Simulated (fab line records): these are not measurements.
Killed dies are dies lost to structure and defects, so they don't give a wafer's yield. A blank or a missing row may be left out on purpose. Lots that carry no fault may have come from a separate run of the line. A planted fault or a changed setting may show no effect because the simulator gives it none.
A struck lot beside a sound one :: flow nand-harc :: 17 out of 1159 route steps
Sound: these wafers, L343.3, L343.4, L343.5. Struck: wafers L352.2, L352.4 (left out: L352.5, a lot-mate that was not struck); the cause follows at the end.
Order at every step that has rows: each side's tool, ch and its chambers, its first start. Under that, the readings that differ: sound wafers :: struck wafers :: difference of the means :: sigmas: that difference in standard deviations of wafers without a fault.
alike: same words and numbers on both sides, and readings whose means sit less than 2 such deviations apart. not compared: any withheld reading, any reading some wafer has no value for, any bound like >300 that may hide the same value, and any number with overlapping values for which the record gives no deviation.
The two part at a step that has a row with sigmas, a row that says differs or no value, or rows on one side only. When numbers do not overlap yet have no deviation, they are printed without sigmas and do not part them. A reading missing from all wafers of one side parts the sides only when that side holds two or more wafers.

NHARC_A_SGD_CUT_CD_MEAS_09 targets a cd of 100 nm.
  sound on cd-sem-01 ch 0, day 15 18:13; struck on cd-sem-03 ch 0, day 18 05:15
  alike: cd-nm
NHARC_A_SGD_CUT_OVL_MEAS_10:
  sound on overlay-01, day 15 18:18; struck on overlay-01, day 18 05:20
reading: overlay-y-nm (nm)
sound: 0.9 0.8 0.7
struck: -0.6 -1.2
difference: -1.7
sigmas: -2
  alike: overlay-x-nm
NHARC_A_SGD_CUT_INSPECT_11:
  sound on defect-inspect-01, day 15 18:20; struck on defect-inspect-02, day 18 05:23
  alike: raw-defect-count
NHARC_A_SGD_CUT_DESCUM_14: chemistry O2, time 3 s.
  sound on rie-diel-01 ch 1,2, day 15 18:25; struck on rie-diel-01 ch 1,3, day 18 05:26
  alike: drypump-motor-current-A, oes-product-au, rf-vpp-V, showerhead-plenum-p-Torr, throttle-valve-pct
  not compared: rf-hours-counter-h
then, 1 step without rows for these wafers: NHARC_A_SGD_CUT_ETCH_58 (etches the open film in CF4, target depth 39 nm, time 65 s).
NHARC_A_SGD_CUT_ETCH_59: etches the open film in N2/H2, target depth 260 nm, time 406.25 s.
  sound: rie-diel-01 ch 1,2,3; struck: rie-diel-01 ch 1,2
  alike: bias-w, drypump-motor-current-A, oes-product-au, rf-vpp-V, showerhead-plenum-p-Torr, throttle-valve-pct
  not compared: rf-hours-counter-h
NHARC_A_SGD_CUT_ETCH_15: etches the open film in CH3F/O2, target depth 75 nm, time 64.3 s.
  sound: rie-diel-01 ch 1,2; struck: rie-diel-01 ch 0,3
  alike: bias-w, drypump-motor-current-A, oes-product-au, rf-vpp-V, showerhead-plenum-p-Torr, throttle-valve-pct
  not compared: rf-hours-counter-h
NHARC_A_SGD_CUT_ETCH_16: etches the open film in C4F8/O2/Ar, target depth 310.5 nm, time 155.2 s.
  sound: rie-diel-01 ch 1,2,3; struck: rie-diel-01 ch 1,3
  alike: bias-w, oes-product-au, rf-vpp-V
  not compared: rf-hours-counter-h
then, 1 step without rows for these wafers: NHARC_A_SGD_CUT_STRIP_60 (strips in C4F8/O2/Ar).
NHARC_A_SGD_CUT_STRIP_17: strips in O2.
  sound: rie-diel-01 ch 0,2,3; struck: rie-diel-01 ch 2,3
  alike: drypump-motor-current-A, oes-product-au, rf-vpp-V, showerhead-plenum-p-Torr, throttle-valve-pct
  not compared: rf-hours-counter-h
then, 2 steps without rows for these wafers: NHARC_A_SGD_CUT_PRECLEAN_18 (cleans in SC1); NHARC_A_SGD_CUT_SRD_19.
NHARC_A_SGD_CUT_DEP_20: deposits SiO2, target thk 150 nm.
  sound on fcvd-02 ch 0,1, day 15 19:39; struck on fcvd-01 ch 0,1, day 18 06:34
then, 1 step without rows for these wafers: NHARC_A_SGD_CUT_ANNEAL_27 (time 1800 s).
NHARC_A_SGD_CUT_CMP_21: polishes, target thk 148.19 nm.
  sound on cmp-02 ch 0,2,3, day 16 00:55; struck on cmp-03 ch 2,3, day 18 08:53
reading: time-to-endpoint-s (s)
sound: 46 44 44
struck: 38 35
difference: -8
sigmas: -2
  alike: motor-current-A, slurry-flow-ml-min
  not compared: pad-life-wafers
NHARC_A_SGD_CUT_THK_MEAS_22: measures by ellipsometry.
  sound on film-metro-02, day 16 01:07; struck on film-metro-02, day 18 09:16
reading: thk-nm (nm)
sound: 150.8 146.7 149.4
struck: 102.6 102.9
difference: -46.2
sigmas: -31
  not compared: hold
-- break in the record here, with 6 days between the starts of the struck wafers on either side (left off in module A_SGD_CUT, picked up again in module END, where the first step shown is number 1159 on the route) --
NHARC_END_SORT_01:
  only the struck wafers appear in the record here, on prober-01 ch 0 at day 24 11:49; the sound ones have no rows

WHERE THEY PART
Last at NHARC_END_SORT_01 as far as this record goes, first at NHARC_A_SGD_CUT_OVL_MEAS_10.

WHY: whatever the simulator had introduced
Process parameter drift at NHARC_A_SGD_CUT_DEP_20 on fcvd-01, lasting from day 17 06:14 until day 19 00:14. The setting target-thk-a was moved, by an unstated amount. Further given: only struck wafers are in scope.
